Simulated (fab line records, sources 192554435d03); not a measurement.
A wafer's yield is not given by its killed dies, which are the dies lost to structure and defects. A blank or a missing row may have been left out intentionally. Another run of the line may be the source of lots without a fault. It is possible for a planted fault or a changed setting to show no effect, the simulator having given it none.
fab line records	flow n5-finfet
record lots=24	wafers=72	last-day=17
route steps=1938 shown FIN_SAQP@146 STI_FIN_REVEAL@199 DUMMY_GATE@232
lots untouched by any fault: they come from a run of this same line in which no faults occurred
start-h: hours from the record's first day to the start of the lot's first wafer shown	wait-h: how many hours have passed since the lot's step before this one	" unchanged from the row above	L1.1+2: a single row standing in for several wafers	- either no value or no given start	* or withheld: withheld	< > ~ a bound
route shown NAME@n: NAME is a module with steps in the file, n the number in the route of the first one	usual: mean/standard deviation taken from wafers without a fault	same: alike in all rows	chamber/n: place in a boat	sites: the reading at each site	_std_site: their standard deviation	_edge_site: outer sites' mean less inner sites'	radius-mm: for every site, how far away it sits from the centre of the wafer	mask NAME#n: copy n	behind: the last tool/chamber to shape the wafer	hold: reason for holding the lot/hours on hold/outcome of the hold	device: names the non-switching transistor (n, p or np)	end of line: tests of these same wafers at the route's end	a step without rows: its recipe alone	killed: dies lost to structure and defects at the first sort, not the wafer's yield	map: the dies of a wafer, with x for killed, . for not killed, _ for no die there
set.NAME: setting as actually run; set.NAME@STEP: the setting as run at that earlier step	model.NAME: the simulator's own value behind a step, which no gauge read
route steps across a sampled set of lots; one table per step, one row per wafer
services: from which hour (start-h, from the record's first day; less than 0 if before it) a tool's chamber was out of use, for how many hours, and why
## steps
# step N5_FIN_SAQP_ETCH_64
# recipe chemistry=CF4	target=SiO2	target-depth-a=15	ion-energy-ev=350	pressure-mtorr=10	icp-w=800	bias-w=400	cf4-flow-sccm=80
# usual drypump-motor-current-A=5.9/0.39	oes-product-au=1.002/0.014	rf-fwd-power-W=784/3.6	throttle-valve-pct=21.73/0.19
lot.wafer	tool	chamber	start-h	wait-h	drypump-motor-current-A	oes-product-au	rf-fwd-power-W	rf-hours-counter-h	throttle-valve-pct
L074.3	rie-si-03	3	25.43	0.0	5.6	1.008	783	37	21.33
L074.4	"	1	"	"	6.8	1.003	785	0	21.81
L074.5	"	2	"	"	5.7	0.987	782	-	21.86
L075.2	rie-si-04	0	33.44	0.0	6.3	1.029	782	85	21.67
L075.3	"	1	"	"	5.5	1.018	784	79	22.08
L075.5	"	0	"	"	6.3	1.027	778	-	21.67
L076.2	rie-si-04	1	37.89	0.0	5.5	1.016	780	80	22.09
L076.4	"	3	"	"	6.1	0.998	787	36	21.75
L076.6	"	1	"	"	5.5	1.025	780	-	22.09
L077.2	rie-si-04	3	44.81	0.0	6.1	1.006	789	36	21.74
L077.4	"	0	"	"	6.3	1.021	785	85	21.66
L077.5	"	2	"	"	6.2	0.995	785	-	21.69
L078.3	rie-si-04	2	49.85	0.0	6.2	1.000	783	115	21.69
L078.4	"	0	"	"	6.3	1.017	780	85	21.65
L078.5	"	0	"	"	6.3	1.025	785	-	21.66
L079.1	rie-si-02	3	56.38	0.0	5.5	1.004	788	8	21.65
L079.2	"	1	"	"	5.7	1.009	787	5	21.72
L079.6	"	2	"	"	5.6	0.987	781	-	21.75
L080.1	rie-si-03	0	63.72	0.0	5.8	0.996	789	9	21.75
L080.2	"	1	"	"	6.8	1.003	786	1	21.82
L080.5	"	3	"	"	5.6	1.004	780	-	21.32
L081.2	rie-si-03	2	68.36	0.0	5.7	0.989	787	66	21.84
L081.3	"	1	"	"	6.8	0.994	787	1	21.81
L081.4	"	0	"	"	5.8	0.995	787	9	21.75
L082.1	rie-si-04	3	74.24	0.0	6.0	1.001	790	37	21.75
L082.3	"	0	"	"	6.3	1.012	780	86	21.65
L082.6	"	2	"	"	6.2	1.001	775	-	21.69
L083.2	rie-si-04	3	81.06	0.0	6.1	0.994	790	37	21.74
L083.3	"	2	"	"	6.2	0.996	780	116	21.70
L083.6	"	3	"	"	6.1	1.012	791	-	21.74
L084.2	rie-si-03	1	87.45	0.0	6.7	0.994	786	1	21.81
L084.3	"	2	"	"	5.7	0.982	786	66	21.84
L084.6	"	3	"	"	5.6	0.995	785	-	21.32
L085.1	rie-si-04	1	94.00	0.0	5.5	1.012	784	81	22.09
L085.4	"	3	"	"	6.0	1.002	787	37	21.74
L085.5	"	2	"	"	6.2	0.992	782	-	21.68
L086.4	rie-si-03	1	100.32	0.0	6.7	0.995	783	1	21.81
L086.5	"	1	"	"	6.7	0.992	786	-	21.79
L086.6	"	0	"	"	5.8	0.979	789	-	21.75
L087.3	rie-si-04	1	107.17	0.0	5.5	1.013	778	81	22.08
L087.4	"	0	"	"	6.3	1.018	779	-	21.64
L087.6	"	1	"	"	5.5	1.025	780	-	22.08
L088.1	rie-si-03	3	113.91	0.0	5.6	1.000	780	39	21.32
L088.4	"	0	"	"	5.8	0.984	785	9	21.75
L088.6	"	0	"	"	5.8	0.993	789	-	21.76
L089.1	rie-si-04	3	119.70	0.0	6.1	0.995	789	37	21.75
L089.2	"	0	"	"	6.3	1.008	787	86	21.64
L089.4	"	3	"	"	6.1	0.995	791	-	21.73
L090.2	rie-si-02	1	124.42	0.0	5.7	1.027	784	6	21.73
L090.3	"	3	"	"	5.5	1.012	785	9	21.65
L090.5	"	3	"	"	5.5	1.008	787	-	21.66
L091.1	rie-si-03	3	130.55	0.0	5.6	1.005	780	39	21.31
L091.3	"	2	"	"	5.7	0.984	787	67	21.85
L091.6	"	2	"	"	5.6	0.986	784	-	21.84
L092.3	rie-si-04	2	135.98	0.0	6.2	0.997	781	116	21.70
L092.5	"	1	"	"	5.5	1.011	783	-	22.09
L092.6	"	2	"	"	6.2	0.992	780	-	21.70
L093.2	rie-si-04	1	141.47	0.0	5.5	1.008	779	82	22.08
L093.4	"	3	"	"	6.1	0.997	785	38	21.76
L093.6	"	3	"	"	6.1	0.990	789	-	21.72
L094.1	rie-si-02	1	146.74	0.0	5.7	1.028	785	7	21.74
L094.5	"	3	"	"	5.5	1.012	782	-	21.66
L094.6	"	0	"	"	5.4	0.977	783	-	21.60
L095.2	rie-si-03	1	153.60	0.0	6.7	0.997	785	3	21.82
L095.4	"	0	"	"	5.8	0.983	785	10	21.74
L095.6	"	2	"	"	5.7	0.984	789	-	21.85
L096.1	rie-si-02	2	158.76	0.0	5.6	1.008	784	151	21.75
L096.2	"	3	"	"	5.5	1.016	787	10	21.66
L096.6	"	3	"	"	5.6	1.024	787	-	21.65
L097.2	rie-si-02	3	164.03	0.0	5.6	1.011	792	10	21.64
L097.3	"	0	"	"	5.3	0.989	784	110	21.61
L097.5	"	1	"	"	5.7	1.035	783	-	21.75
# step N5_FIN_SAQP_OCD_MEAS_76
# usual trench-depth-nm=120.4/1.5
lot.wafer	tool	chamber	start-h	wait-h	trench-depth-nm
L074.3	ocd-02	-	25.68	0.0	120.3
L074.4	"	-	"	"	121.1
L074.5	"	-	"	"	123.0
L075.2	ocd-02	-	33.68	0.0	121.7
L075.3	"	-	"	"	124.6
L075.5	"	-	"	"	121.7
L076.2	ocd-02	-	38.13	0.0	123.3
L076.4	"	-	"	"	119.2
L076.6	"	-	"	"	123.0
L077.2	ocd-01	-	45.05	0.0	120.3
L077.4	"	-	"	"	121.5
L077.5	"	-	"	"	120.1
L078.3	ocd-02	-	50.09	0.0	120.4
L078.4	"	-	"	"	121.0
L078.5	"	-	"	"	122.7
L079.1	ocd-02	-	56.62	0.0	120.0
L079.2	"	-	"	"	121.1
L079.6	"	-	"	"	119.4
L080.1	ocd-02	-	63.96	0.0	119.8
L080.2	"	-	"	"	121.1
L080.5	"	-	"	"	120.3
L081.2	ocd-02	-	68.60	0.0	119.7
L081.3	"	-	"	"	119.8
L081.4	"	-	"	"	120.1
L082.1	ocd-02	-	74.48	0.0	119.9
L082.3	"	-	"	"	120.5
L082.6	"	-	"	"	120.1
L083.2	ocd-01	-	81.30	0.0	119.4
L083.3	"	-	"	"	119.8
L083.6	"	-	"	"	120.7
L084.2	ocd-02	-	87.69	0.0	120.0
L084.3	"	-	"	"	120.8
L084.6	"	-	"	"	118.5
L085.1	ocd-02	-	94.24	0.0	121.6
L085.4	"	-	"	"	120.0
L085.5	"	-	"	"	118.9
L086.4	ocd-01	-	100.56	0.0	119.9
L086.5	"	-	"	"	118.8
L086.6	"	-	"	"	119.1
L087.3	ocd-01	-	107.42	0.0	122.7
L087.4	"	-	"	"	120.2
L087.6	"	-	"	"	124.0
L088.1	ocd-02	-	114.14	0.0	119.4
L088.4	"	-	"	"	119.3
L088.6	"	-	"	"	119.5
L089.1	ocd-01	-	119.94	0.0	119.9
L089.2	"	-	"	"	120.6
L089.4	"	-	"	"	121.0
L090.2	ocd-02	-	124.66	0.0	120.4
L090.3	"	-	"	"	117.0
L090.5	"	-	"	"	118.7
L091.1	ocd-01	-	130.79	0.0	120.7
L091.3	"	-	"	"	122.5
L091.6	"	-	"	"	121.3
L092.3	ocd-01	-	136.22	0.0	119.9
L092.5	"	-	"	"	121.1
L092.6	"	-	"	"	117.4
L093.2	ocd-01	-	141.71	0.0	122.2
L093.4	"	-	"	"	119.0
L093.6	"	-	"	"	119.7
L094.1	ocd-01	-	146.98	0.0	119.8
L094.5	"	-	"	"	119.7
L094.6	"	-	"	"	120.8
L095.2	ocd-01	-	153.85	0.0	116.8
L095.4	"	-	"	"	118.0
L095.6	"	-	"	"	118.6
L096.1	ocd-01	-	159.00	0.0	122.0
L096.2	"	-	"	"	120.6
L096.6	"	-	"	"	120.1
L097.2	ocd-01	-	164.28	0.0	119.8
L097.3	"	-	"	"	120.7
L097.5	"	-	"	"	120.8
# step N5_STI_FIN_REVEAL_ETCH_34
# recipe chemistry=H2	mode=isotropic	material=Si	target=Si	target-depth-a=9.7	temp-c=20	pressure-mtorr=4.5	icp-w=300	bias-w=0	h2-flow-sccm=7.5	he-flow-sccm=142.5
# usual drypump-motor-current-A=5.8/0.36	oes-product-au=1.003/0.013	rf-fwd-power-W=296.8/1.3	throttle-valve-pct=25.67/0.25
lot.wafer	tool	chamber	start-h	wait-h	drypump-motor-current-A	oes-product-au	rf-fwd-power-W	rf-hours-counter-h	throttle-valve-pct
L074.3	rie-si-02	1	35.12	0.1	5.7	1.025	297.3	5	25.81
L074.4	"	2	"	"	5.6	0.997	296.3	149	25.47
L074.5	"	0	"	"	5.3	0.975	297.2	-	25.55
L075.2	rie-si-03	3	43.81	0.1	5.6	1.006	297.1	37	25.15
L075.3	"	2	"	"	5.7	0.984	297.4	65	26.05
L075.5	"	0	"	"	5.7	1.000	299.7	-	25.70
L076.2	rie-si-04	1	48.80	0.1	5.5	1.005	294.5	80	25.94
L076.4	"	0	"	"	6.3	1.018	295.1	85	25.28
L076.6	"	1	"	"	5.5	1.012	293.3	-	25.93
L077.2	rie-si-04	0	54.49	0.1	6.3	1.015	294.6	85	25.28
L077.4	"	3	"	"	6.1	1.013	297.4	36	25.74
L077.5	"	1	"	"	5.5	1.014	296.3	-	25.94
L078.3	rie-si-02	3	59.74	0.1	5.6	1.018	297.1	8	25.91
L078.4	"	1	"	"	5.7	1.014	297.3	5	25.83
L078.5	"	2	"	"	5.6	0.983	297.9	-	25.48
L079.1	rie-si-02	2	67.88	0.2	5.6	0.991	297.5	149	25.47
L079.2	"	3	"	"	5.5	1.017	297.0	8	25.91
L079.6	"	2	"	"	5.6	0.989	297.5	-	25.45
L080.1	rie-si-02	2	74.16	0.2	5.6	0.984	296.7	150	25.47
L080.2	"	1	"	"	5.7	1.017	298.0	5	25.83
L080.5	"	2	"	"	5.6	0.987	297.4	-	25.46
L081.2	rie-si-04	0	78.89	0.1	6.3	1.015	296.8	86	25.29
L081.3	"	3	"	"	6.0	1.014	299.5	37	25.73
L081.4	"	2	"	"	6.2	1.008	296.0	116	25.54
L082.1	rie-si-04	3	84.07	0.2	6.1	1.003	299.1	37	25.74
L082.3	"	1	"	"	5.5	1.008	295.2	80	25.94
L082.6	"	2	"	"	6.2	1.007	296.8	-	25.55
L083.2	rie-si-02	3	91.31	0.1	5.5	1.020	296.1	9	25.92
L083.3	"	1	"	"	5.7	1.018	298.9	6	25.81
L083.6	"	2	"	"	5.6	1.001	297.7	-	25.47
L084.2	rie-si-04	3	97.68	0.1	6.1	1.008	297.3	37	25.75
L084.3	"	0	"	"	6.3	1.016	294.0	86	25.28
L084.6	"	0	"	"	6.3	1.021	296.0	-	25.26
L085.1	rie-si-03	3	104.66	0.2	5.6	1.007	297.2	38	25.16
L085.4	"	2	"	"	5.7	0.993	296.7	66	26.06
L085.5	"	2	"	"	5.7	0.980	297.0	-	26.05
L086.4	rie-si-04	1	110.18	0.1	5.5	1.010	294.5	-	25.93
L086.5	"	3	"	"	6.1	1.005	298.9	-	25.75
L086.6	"	0	"	"	6.3	1.017	294.2	-	25.28
L087.3	rie-si-04	3	118.65	0.1	6.1	1.011	297.5	37	25.74
L087.4	"	3	"	"	6.1	0.999	298.5	-	25.75
L087.6	"	0	"	"	6.3	1.006	295.6	-	25.28
L088.1	rie-si-04	3	123.90	0.2	6.1	1.010	297.7	38	25.74
L088.4	"	0	"	"	6.3	1.012	295.8	-	25.29
L088.6	"	1	"	"	5.5	1.011	295.4	-	25.93
L089.1	rie-si-02	2	130.07	0.2	5.6	0.984	296.9	150	25.46
L089.2	"	3	"	"	5.6	1.005	298.0	10	25.92
L089.4	"	1	"	"	5.7	1.019	297.0	6	25.82
L090.2	rie-si-03	0	134.84	0.1	5.8	1.005	296.1	10	25.71
L090.3	"	2	"	"	5.7	0.985	295.8	67	26.04
L090.5	"	3	"	"	5.6	1.008	296.0	-	25.16
L091.1	rie-si-03	1	140.74	0.2	6.7	1.002	298.0	2	25.95
L091.3	"	0	"	"	5.8	0.997	297.2	10	25.72
L091.6	"	0	"	"	5.8	0.998	297.5	-	25.71
L092.3	rie-si-04	0	145.64	0.1	6.3	1.004	295.4	87	25.29
L092.5	"	3	"	"	6.1	1.001	299.0	-	25.74
L092.6	"	0	"	"	6.3	1.001	295.7	-	25.27
L093.2	rie-si-02	1	151.50	0.1	5.7	1.027	298.9	7	25.81
L093.4	"	3	"	"	5.5	1.002	297.9	10	25.91
L093.6	"	2	"	"	5.6	0.992	297.0	-	25.46
L094.1	rie-si-04	3	156.81	0.2	6.1	1.024	299.5	38	25.74
L094.5	"	2	"	"	6.2	1.009	295.2	-	25.54
L094.6	"	3	"	"	6.0	1.011	297.2	-	25.75
L095.2	rie-si-02	0	163.44	0.1	5.3	0.992	296.9	110	25.54
L095.4	"	3	"	"	5.6	1.019	296.8	10	25.93
L095.6	"	1	"	"	5.7	1.024	299.3	-	25.80
L096.1	rie-si-03	0	168.80	0.2	5.8	0.979	297.6	10	25.70
L096.2	"	2	"	"	5.7	0.979	296.5	68	26.03
L096.6	"	1	"	"	6.7	0.992	296.0	-	25.96
L097.2	rie-si-02	3	174.04	0.1	5.6	1.019	296.8	10	25.93
L097.3	"	0	"	"	5.3	0.985	296.4	110	25.55
L097.5	"	0	"	"	5.3	0.976	296.5	-	25.55
# step N5_STI_FIN_REVEAL_INSPECT_13
# recipe inspect-instrument=darkfield	mode=post-clean
# usual raw-defect-count=11/4.9
lot.wafer	tool	chamber	start-h	wait-h	raw-defect-count
L074.3	defect-inspect-02	-	35.84	0.0	10
L074.4	"	-	"	"	16
L074.5	"	-	"	"	6
L075.2	defect-inspect-02	-	44.50	0.0	18
L075.3	"	-	"	"	11
L075.5	"	-	"	"	9
L076.2	defect-inspect-02	-	49.49	0.0	16
L076.4	"	-	"	"	15
L076.6	"	-	"	"	11
L077.2	defect-inspect-01	-	55.19	0.0	17
L077.4	"	-	"	"	14
L077.5	"	-	"	"	10
L078.3	defect-inspect-01	-	60.47	0.0	13
L078.4	"	-	"	"	7
L078.5	"	-	"	"	9
L079.1	defect-inspect-02	-	68.60	0.0	3
L079.2	"	-	"	"	7
L079.6	"	-	"	"	7
L080.1	defect-inspect-02	-	74.85	0.0	9
L080.2	"	-	"	"	14
L080.5	"	-	"	"	9
L081.2	defect-inspect-02	-	79.58	0.0	9
L081.3	"	-	"	"	12
L081.4	"	-	"	"	14
L082.1	defect-inspect-01	-	84.77	0.0	6
L082.3	"	-	"	"	7
L082.6	"	-	"	"	11
L083.2	defect-inspect-02	-	92.01	0.0	14
L083.3	"	-	"	"	8
L083.6	"	-	"	"	7
L084.2	defect-inspect-02	-	98.38	0.0	1
L084.3	"	-	"	"	12
L084.6	"	-	"	"	10
L085.1	defect-inspect-02	-	105.36	0.0	20
L085.4	"	-	"	"	7
L085.5	"	-	"	"	19
L086.4	defect-inspect-02	-	110.86	0.0	3
L086.5	"	-	"	"	15
L086.6	"	-	"	"	9
L087.3	defect-inspect-02	-	119.35	0.0	8
L087.4	"	-	"	"	8
L087.6	"	-	"	"	9
L088.1	defect-inspect-02	-	124.60	0.0	15
L088.4	"	-	"	"	30
L088.6	"	-	"	"	17
L089.1	defect-inspect-01	-	130.76	0.0	9
L089.2	"	-	"	"	13
L089.4	"	-	"	"	13
L090.2	defect-inspect-02	-	135.54	0.0	6
L090.3	"	-	"	"	11
L090.5	"	-	"	"	11
L091.1	defect-inspect-01	-	141.46	0.0	10
L091.3	"	-	"	"	11
L091.6	"	-	"	"	7
L092.3	defect-inspect-02	-	146.35	0.0	12
L092.5	"	-	"	"	5
L092.6	"	-	"	"	6
L093.2	defect-inspect-02	-	152.20	0.0	12
L093.4	"	-	"	"	14
L093.6	"	-	"	"	14
L094.1	defect-inspect-01	-	157.50	0.0	7
L094.5	"	-	"	"	8
L094.6	"	-	"	"	11
L095.2	defect-inspect-02	-	164.14	0.0	16
L095.4	"	-	"	"	19
L095.6	"	-	"	"	22
L096.1	defect-inspect-01	-	169.50	0.0	8
L096.2	"	-	"	"	14
L096.6	"	-	"	"	7
L097.2	defect-inspect-02	-	174.75	0.0	19
L097.3	"	-	"	"	17
L097.5	"	-	"	"	16
# step N5_DUMMY_GATE_OVL_MEAS_16
# recipe points-per-wafer=522
# usual GATE_OVL=0.1/0.8
lot.wafer	tool	chamber	start-h	wait-h	GATE_OVL[nm]
L074.3	overlay-01	0	44.40	0.0	-0.3
L074.4	"	0	"	"	-1.0
L074.5	"	0	"	"	0.7
L075.2	overlay-02	0	55.14	0.0	0.1
L075.3	"	0	"	"	0.1
L075.5	"	0	"	"	-0.8
L076.2	overlay-01	0	58.56	0.0	0.2
L076.4	"	0	"	"	0.1
L076.6	"	0	"	"	0.3
L077.2	overlay-02	0	63.73	0.0	1.3
L077.4	"	0	"	"	0.0
L077.5	"	0	"	"	-0.4
L078.3	overlay-01	0	69.46	0.0	-1.8
L078.4	"	0	"	"	-1.5
L078.5	"	0	"	"	-0.4
L079.1	overlay-02	0	77.23	0.0	0.3
L079.2	"	0	"	"	0.8
L079.6	"	0	"	"	0.2
L080.1	overlay-02	0	83.53	0.0	-0.5
L080.2	"	0	"	"	-0.8
L080.5	"	0	"	"	0.1
L081.2	overlay-02	0	90.90	0.0	0.7
L081.3	"	0	"	"	0.4
L081.4	"	0	"	"	0.1
L082.1	overlay-02	0	93.29	0.0	0.7
L082.3	"	0	"	"	0.7
L082.6	"	0	"	"	0.3
L083.2	overlay-02	0	101.52	0.0	-0.9
L083.3	"	0	"	"	-0.1
L083.6	"	0	"	"	-0.1
L084.2	overlay-02	0	107.01	0.0	0.2
L084.3	"	0	"	"	0.2
L084.6	"	0	"	"	-1.0
L085.1	overlay-01	0	113.91	0.0	1.7
L085.4	"	0	"	"	0.0
L085.5	"	0	"	"	1.0
L086.4	overlay-02	0	119.40	0.0	1.1
L086.5	"	0	"	"	0.5
L086.6	"	0	"	"	0.6
L087.3	overlay-01	0	127.87	0.0	0.9
L087.4	"	0	"	"	1.8
L087.6	"	0	"	"	1.0
L088.1	overlay-01	0	133.15	0.0	0.5
L088.4	"	0	"	"	1.4
L088.6	"	0	"	"	0.9
L089.1	overlay-02	0	140.71	0.0	-1.3
L089.2	"	0	"	"	-0.4
L089.4	"	0	"	"	-0.2
L090.2	overlay-01	0	144.44	0.0	0.6
L090.3	"	0	"	"	0.9
L090.5	"	0	"	"	0.9
L091.1	overlay-01	0	150.10	0.0	-0.3
L091.3	"	0	"	"	-1.1
L091.6	"	0	"	"	-0.8
L092.3	overlay-01	0	154.99	0.0	0.3
L092.5	"	0	"	"	0.8
L092.6	"	0	"	"	-0.1
L093.2	overlay-01	0	160.88	0.0	0.4
L093.4	"	0	"	"	-0.3
L093.6	"	0	"	"	-0.6
L094.1	overlay-01	0	166.03	0.0	0.7
L094.5	"	0	"	"	-0.6
L094.6	"	0	"	"	-0.5
L095.2	overlay-01	0	172.79	0.0	1.1
L095.4	"	0	"	"	0.5
L095.6	"	0	"	"	0.4
L096.1	overlay-02	0	178.00	0.0	0.0
L096.2	"	0	"	"	0.9
L096.6	"	0	"	"	-0.5
L097.2	overlay-02	0	183.40	0.0	-1.1
L097.3	"	0	"	"	-1.2
L097.5	"	0	"	"	-0.4
# step N5_DUMMY_GATE_ETCH_31
# recipe chemistry=C4F6/O2	target=SiO2	mask-material=SOC	target-depth-a=825	time-s=27.5	ion-energy-ev=250	pressure-mtorr=30	source-w=345	bias-w=185	Ar_flow_sccm=300	C4F6_flow_sccm=10	O2_flow_sccm=10
# usual drypump-motor-current-A=5.8/0.39	oes-product-au=0.80/0.096	rf-fwd-power-W=341.5/1.5	rf-vpp-V=667/8.4	showerhead-plenum-p-Torr=2.89/0.1	throttle-valve-pct=21.14/0.26
lot.wafer	tool	chamber	start-h	wait-h	drypump-motor-current-A	oes-product-au	rf-fwd-power-W	rf-hours-counter-h	rf-vpp-V	showerhead-plenum-p-Torr	throttle-valve-pct
L074.3	rie-diel-06	0	44.94	0.1	5.9	0.70	340.2	198	655	2.83	21.26
L074.4	"	1	"	"	6.2	0.68	342.0	237	660	2.93	21.18
L074.5	"	3	"	"	5.8	0.91	342.7	-	657	3.01	20.81
L075.2	rie-diel-02	3	55.65	0.0	5.6	0.69	344.6	232	658	2.71	21.34
L075.3	"	0	"	"	6.0	0.90	344.2	33	673	3.02	20.81
L075.5	"	0	"	"	6.0	0.90	344.3	-	672	3.02	20.79
L076.2	rie-diel-02	2	59.07	0.0	6.2	0.77	341.0	153	664	2.74	21.49
L076.4	"	1	"	"	6.3	0.78	343.4	118	677	2.97	20.78
L076.6	"	1	"	"	6.3	0.77	342.0	-	676	2.97	20.77
L077.2	rie-diel-03	0	64.35	0.1	6.6	0.68	339.4	238	679	2.81	21.40
L077.4	"	1	"	"	5.9	0.78	341.2	124	666	2.98	21.35
L077.5	"	3	"	"	5.3	0.70	339.9	-	679	2.83	21.50
L078.3	rie-diel-02	1	69.96	0.0	6.2	0.77	342.1	122	677	2.97	20.76
L078.4	"	2	"	"	6.2	0.77	343.0	156	664	2.74	21.48
L078.5	"	1	"	"	6.2	0.77	342.0	-	678	2.97	20.77
L079.1	rie-diel-06	2	78.08	0.0	5.2	0.97	339.3	4	678	2.92	21.08
L079.2	"	3	"	"	5.8	0.88	341.5	48	657	3.01	20.82
L079.6	"	2	"	"	5.2	0.98	340.0	-	678	2.92	21.07
L080.1	rie-diel-06	0	84.21	0.2	6.0	0.68	343.7	210	653	2.82	21.28
L080.2	"	1	"	"	6.2	0.66	339.6	249	659	2.92	21.20
L080.5	"	1	"	"	6.2	0.66	340.5	-	659	2.92	21.20
L081.2	rie-diel-06	2	91.77	0.1	5.2	0.93	340.5	9	679	2.91	21.07
L081.3	"	3	"	"	5.8	0.86	340.4	-	656	3.00	20.81
L081.4	"	2	"	"	5.2	0.95	341.6	-	679	2.91	21.08
L082.1	rie-diel-03	2	94.82	0.2	5.3	0.77	340.9	115	665	2.75	21.16
L082.3	"	1	"	"	5.9	0.76	341.9	135	668	2.97	21.35
L082.6	"	2	"	"	5.3	0.77	339.6	-	664	2.75	21.17
L083.2	rie-diel-06	2	102.03	0.0	5.2	0.92	338.7	16	679	2.91	21.09
L083.3	"	0	"	"	6.0	0.67	343.2	217	655	2.82	21.30
L083.6	"	2	"	"	5.2	0.93	339.0	-	678	2.91	21.10
L084.2	rie-diel-03	3	107.64	0.0	5.4	0.69	340.2	225	678	2.82	21.52
L084.3	"	1	"	"	5.9	0.76	341.0	139	668	2.97	21.36
L084.6	"	2	"	"	5.3	0.77	340.7	-	664	2.75	21.17
L085.1	rie-diel-03	1	114.43	0.0	6.0	0.76	342.3	141	667	2.97	21.37
L085.4	"	1	"	"	5.9	0.75	341.3	-	666	2.97	21.35
L085.5	"	2	"	"	5.3	0.77	339.8	-	665	2.75	21.18
L086.4	rie-diel-06	0	119.89	0.0	6.0	0.68	342.8	221	656	2.82	21.31
L086.5	"	3	"	"	5.8	0.86	343.5	-	656	3.00	20.84
L086.6	"	2	"	"	5.3	0.91	340.7	-	677	2.91	21.12
L087.3	rie-diel-02	2	128.76	0.3	6.2	0.75	342.6	171	663	2.73	21.54
L087.4	"	2	"	"	6.2	0.76	342.9	-	663	2.73	21.53
L087.6	"	0	"	"	6.0	0.87	344.1	-	671	3.01	20.82
L088.1	rie-diel-06	3	133.66	0.0	5.8	0.85	339.2	71	657	2.99	20.83
L088.4	"	2	"	"	5.2	0.90	338.8	27	677	2.91	21.08
L088.6	"	3	"	"	5.9	0.84	340.8	-	657	2.99	20.85
L089.1	rie-diel-06	3	141.32	0.1	5.9	0.84	341.1	74	657	2.99	20.85
L089.2	"	0	"	"	6.0	0.68	342.7	228	655	2.81	21.32
L089.4	"	2	"	"	5.3	0.89	340.2	31	678	2.90	21.11
L090.2	rie-diel-06	3	144.95	0.0	5.9	0.84	341.8	76	657	2.99	20.87
L090.3	"	0	"	"	6.0	0.68	342.7	230	655	2.81	21.31
L090.5	"	3	"	"	5.9	0.84	341.4	-	657	2.99	20.85
L091.1	rie-diel-06	1	150.62	0.1	6.1	0.95	342.8	13	659	2.92	20.91
L091.3	"	3	"	"	5.9	0.85	339.9	77	656	2.99	20.87
L091.6	"	2	"	"	5.2	0.90	340.7	-	679	2.90	21.12
L092.3	rie-diel-03	3	155.52	0.0	5.4	0.68	340.6	243	678	2.81	21.56
L092.5	"	1	"	"	6.0	0.75	341.3	-	665	2.96	21.40
L092.6	"	2	"	"	5.3	0.77	342.2	-	665	2.74	21.20
L093.2	rie-diel-03	1	161.68	0.1	5.9	0.75	341.7	158	666	2.96	21.41
L093.4	"	0	"	"	6.6	0.91	342.1	15	676	2.80	21.09
L093.6	"	2	"	"	5.3	0.76	340.4	-	666	2.74	21.22
L094.1	rie-diel-02	3	166.54	0.0	5.6	0.98	345.2	4	671	3.04	21.05
L094.5	"	2	"	"	6.2	0.74	342.6	-	663	2.73	21.55
L094.6	"	3	"	"	5.6	0.98	345.0	-	669	3.04	21.06
L095.2	rie-diel-02	0	173.38	0.0	6.1	0.83	341.3	70	673	3.00	20.84
L095.4	"	1	"	"	6.2	0.75	342.6	147	676	2.96	20.81
L095.6	"	2	"	"	6.2	0.74	341.9	-	664	2.73	21.54
L096.1	rie-diel-03	0	178.52	0.0	6.7	0.89	340.7	21	677	2.80	21.10
L096.2	"	3	"	"	5.3	0.67	341.6	250	677	2.81	21.55
L096.6	"	2	"	"	5.3	0.75	341.8	-	664	2.74	21.23
L097.2	rie-diel-02	1	184.99	0.2	6.2	0.75	341.7	152	676	2.96	20.81
L097.3	"	0	"	"	6.1	0.83	343.2	74	671	3.00	20.83
L097.5	"	2	"	"	6.2	0.74	340.9	-	663	2.72	21.53
## services
tool	chamber	start-h	hours	kind
rie-si-03	1	2.26	-	clean
rie-si-03	1	2.26	-	consumable-replace:focus-ring
rie-si-03	1	2.26	20.2	scheduled-down
rie-si-03	1	2.26	20.2	vent-cycle
rie-diel-02	3	21.33	9.5	repair
rie-diel-03	-	29.48	0.5	repair
rie-diel-06	2	54.54	-	clean
rie-diel-06	2	54.54	-	consumable-replace:focus-ring
rie-diel-06	2	54.54	11.3	scheduled-down
rie-si-03	-	63.10	0.3	repair
rie-si-03	-	75.64	0.5	repair
rie-diel-06	0	88.86	4.1	repair
rie-si-04	2	102.60	31.7	repair
rie-diel-02	1	113.73	15.6	repair
rie-si-02	1	115.06	2.8	repair
rie-diel-06	2	117.42	1.2	repair
rie-si-02	2	118.44	7.4	repair
rie-si-04	-	120.76	0.2	repair
rie-si-03	-	131.84	2.8	pm
rie-si-03	-	141.01	1.1	repair
rie-diel-02	3	153.75	1.5	repair
rie-diel-03	3	164.52	1.7	repair
rie-si-03	2	178.48	3.9	repair
rie-diel-06	-	179.18	14.6	pm
## key
fault none
